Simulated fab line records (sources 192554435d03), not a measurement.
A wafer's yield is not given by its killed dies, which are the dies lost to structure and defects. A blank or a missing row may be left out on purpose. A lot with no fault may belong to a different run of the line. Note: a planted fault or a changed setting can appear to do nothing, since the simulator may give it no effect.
Chamber matching | flow n5_finfet | rie_diel-06 running N5_BEOL_M1_ETCH_69: 4 sister chambers
The step etches SiARC in CF4, target depth 15.6 nm, time 26 s. 16 wafers are shown with their chamber, then 8 later ones without.

## WAFERS PAIRED WITH THEIR CHAMBERS
wafer  | chamber | throttle_valve_pct (%) | showerhead_plenum_p_Torr (Torr) | drypump_motor_current_A (A)
L076.3 | 0       | 15.8                   | 2.18                            | 6.0
L076.5 | 3       | 15.3                   | 2.27                            | 5.4
L076.6 | 0       | 15.8                   | 2.18                            | 6.0
L075.1 | 0       | 15.8                   | 2.18                            | 6.0
L075.2 | 3       | 15.3                   | 2.27                            | 5.4
L075.5 | 3       | 15.3                   | 2.27                            | 5.4
L078.2 | 0       | 15.8                   | 2.18                            | 6.0
L078.3 | 3       | 15.3                   | 2.26                            | 5.4
L078.4 | 0       | 15.7                   | 2.18                            | 6.0
L082.1 | 3       | 15.3                   | 2.26                            | 5.4
L082.2 | 0       | 15.8                   | 2.18                            | 6.1
L082.3 | 2       | 16.0                   | 2.15                            | 5.4
L085.1 | 0       | 15.8                   | 2.17                            | 6.1
L085.4 | 1       | 15.4                   | 2.11                            | 5.5
L085.5 | 0       | 15.8                   | 2.17                            | 6.0
L086.1 | 0       | 15.8                   | 2.17                            | 6.1

SIGNATURES (means of the wafers above)
reading                  | chamber 0 | chamber 1 | chamber 2 | chamber 3 | scatter within a chamber
throttle_valve_pct       | 15.789    | 15.400    | 16.000    | 15.300    | 0.0272
showerhead_plenum_p_Torr | 2.1767    | 2.1100    | 2.1500    | 2.2660    | 0.00516
drypump_motor_current_A  | 6.033     | 5.500     | 5.400     | 5.400     | 0.0408
Rule: distance of a wafer from a chamber = root of the sum over the readings of ((wafer's reading minus chamber's mean) / reading's scatter) squared. The wafer belongs to the nearest chamber; if the next one is less than 2 further off, it can't be placed. The scatter is the square root of a quotient: the sum, over the shown wafers, of each reading's squared deviation from its chamber's mean, divided by wafers minus chambers.

## WAFERS WITHOUT THEIR CHAMBER
wafer  | throttle_valve_pct (%) | showerhead_plenum_p_Torr (Torr) | drypump_motor_current_A (A)
L086.2 | 15.3                   | 2.26                            | 5.4
L086.6 | 15.8                   | 2.17                            | 6.0
L093.2 | 15.4                   | 2.10                            | 5.5
L093.3 | 15.8                   | 2.17                            | 6.0
L093.5 | 15.8                   | 2.17                            | 6.0
L096.2 | 15.3                   | 2.25                            | 5.4
L096.4 | 15.8                   | 2.17                            | 6.1
L096.6 | 15.8                   | 2.17                            | 6.1

## CHAMBER TAKEN BY EACH
wafer  | from the rows above | in truth
L086.2 | 3                   | 3
L086.6 | 0                   | 0
L093.2 | 1                   | 1
L093.3 | 0                   | 0
L093.5 | 0                   | 0
L096.2 | 3                   | 3
L096.4 | 0                   | 0
L096.6 | 0                   | 0
Correctly placed: 8 of 8. Number that these rows cannot place: 0. Wrongly placed: 0.
